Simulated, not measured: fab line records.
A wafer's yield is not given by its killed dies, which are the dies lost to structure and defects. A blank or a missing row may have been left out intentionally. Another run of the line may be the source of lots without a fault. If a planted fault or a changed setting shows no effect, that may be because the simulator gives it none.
3 desks looking at one fault | flow n5Finfet | numbers are kept per desk, each desk with only its own; the story behind them comes last

## THE DEFECT DESK
Counts from the inspections along the route, per lot, as means over the sampled wafers that have a number. A lot is out of limits, marked OUT, if its mean lies more than 4 standard deviations from the usual mean; the brackets give that distance.
Columns: A = rawDefectCount at N5_HKMG_FIN_INSPECT_61, usual 2.0
lot  | first seen here | A
L966 | day 4 12:11     | 1.7
L970 | day 5 12:35     | 1.0
L974 | day 6 10:07     | 3.3
L977 | day 7 08:06     | 4.0
L980 | day 8 02:52     | 1.5
L981 | day 8 05:58     | 1.0
L983 | day 8 14:36     | 1.3
L986 | day 9 13:25     | 1.0
L987 | day 9 17:11     | 1.7
Finding of this desk: none of the 9 lots has anything out of limits.

## AT THE TOOL OWNER'S DESK: rieDiel-05
The tool's own readings at N5_HKMG_FIN_ETCH_31 (etches SiARC in CF4, target depth 45.5 nm, time 75.8 s): means of the sampled wafers that have a number, for each lot that ran on this tool. A lot is out of limits, marked OUT, if its mean lies more than 4 standard deviations from the usual mean; the brackets give that distance.
Columns: A = drypumpMotorCurrentA at N5_HKMG_FIN_ETCH_31, usual 5.8 A; B = etchRfOnTimeS at N5_HKMG_FIN_ETCH_31, usual 76.5 s; C = mfcArSccm at N5_HKMG_FIN_ETCH_31, usual 100.03 sccm; D = oesProductAu at N5_HKMG_FIN_ETCH_31, usual 0.66 a.u.; E = rfVppV at N5_HKMG_FIN_ETCH_31, usual 184.1 V; F = showerheadPlenumPTorr at N5_HKMG_FIN_ETCH_31, usual 2.15 Torr; G = throttleValvePct at N5_HKMG_FIN_ETCH_31, usual 15.57 %
lot  | first seen here | A   | B               | C      | D    | E     | F    | G
L966 | day 4 15:46     | 5.5 | 76.2            | 100.03 | 0.60 | 183.7 | 2.07 | 15.60
L970 | day 5 16:34     | 6.3 | 78.0            | 99.93  | 0.67 | 184.6 | 2.19 | 15.63
L974 | day 6 14:09     | 5.3 | 75.5            | 99.80  | 0.75 | 185.5 | 2.23 | 15.33
L977 | day 7 11:41     | 6.1 | 87.6 (+6.9) OUT | 99.94  | 0.61 | 185.3 | 2.14 | 15.63
L980 | day 8 06:19     | 5.8 | 86.2 (+6.0) OUT | 100.12 | 0.69 | 184.9 | 2.27 | 15.46
L981 | day 8 09:22     | 5.8 | 83.4 (+4.3) OUT | 99.81  | 0.66 | 185.0 | 2.19 | 15.51
This desk finds L977, L980, L981 out of limits, L977 being first, at day 7 11:41 (etchRfOnTimeS at N5_HKMG_FIN_ETCH_31). In limits: L966, L970, L974.

## THE METROLOGY DESK
What the gauges read for every lot (on any tool): the sampled wafers with a number, averaged. A lot is out of limits, marked OUT, if its mean lies more than 4 standard deviations from the usual mean; the brackets give that distance. It has 10 readings; the 7 that lie furthest out on some lot are the ones shown.
Columns: A = DIBL_P at N5_BEOL_M4_RC_MEAS_101, usual 36.5 mV/V; B = IOFF_P at N5_BEOL_M4_RC_MEAS_101, usual 0.22 nA/um; C = ION_N at N5_BEOL_M4_RC_MEAS_101, usual 677 uA/um; D = ION_P at N5_BEOL_M4_RC_MEAS_101, usual 463 uA/um; E = SS_N at N5_BEOL_M4_RC_MEAS_101, usual 71.6 mV/dec; F = SS_P at N5_BEOL_M4_RC_MEAS_101, usual 73.3 mV/dec; G = VT_P at N5_BEOL_M4_RC_MEAS_101, usual -250 mV
lot  | first seen here | A    | B    | C   | D   | E    | F    | G
L966 | day 8 12:54     | 37.6 | 0.19 | 679 | 459 | 71.8 | 73.5 | -253
L970 | day 9 20:15     | 35.6 | 0.19 | 673 | 465 | 71.0 | 73.2 | -252
L974 | day 10 20:40    | 35.8 | 0.21 | 675 | 453 | 72.1 | 73.1 | -251
L977 | day 11 07:36    | 36.2 | 0.18 | 674 | 457 | 71.8 | 73.5 | -253
L980 | day 12 07:37    | 37.7 | 0.22 | 678 | 460 | 71.6 | 73.1 | -250
L981 | day 12 10:10    | 33.4 | 0.19 | 672 | 457 | 71.1 | 72.6 | -250
L983 | day 12 10:23    | 37.5 | 0.29 | 691 | 478 | 71.6 | 73.7 | -242
L986 | day 14 00:46    | 37.6 | 0.25 | 681 | 471 | 71.9 | 73.2 | -246
L987 | day 14 23:12    | 37.8 | 0.24 | 667 | 461 | 72.4 | 73.6 | -248
Finding of this desk: none of the 9 lots has anything out of limits.

## ALL TOGETHER
The tool owner's desk had the chance to raise an alarm at day 7 11:41 on L977, L980, L981.
The defect desk saw nothing out of limits.
The metrology desk saw nothing out of limits.
The defect desk has L977, L980, L981 on record, within its limits.
The metrology desk has L977, L980, L981 on record, within its limits.
All the named lots went through N5_HKMG_FIN_ETCH_31 on rieDiel-05.

## WHAT THE SIMULATOR HAD INSERTED
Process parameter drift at N5_HKMG_FIN_ETCH_31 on rieDiel-05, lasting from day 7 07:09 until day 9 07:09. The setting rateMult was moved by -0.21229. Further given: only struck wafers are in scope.
Shown lots that were struck: L977, L980, L981.
Each desk's first reading out of limits, in hours after the fault started: the tool owner's desk, 5.
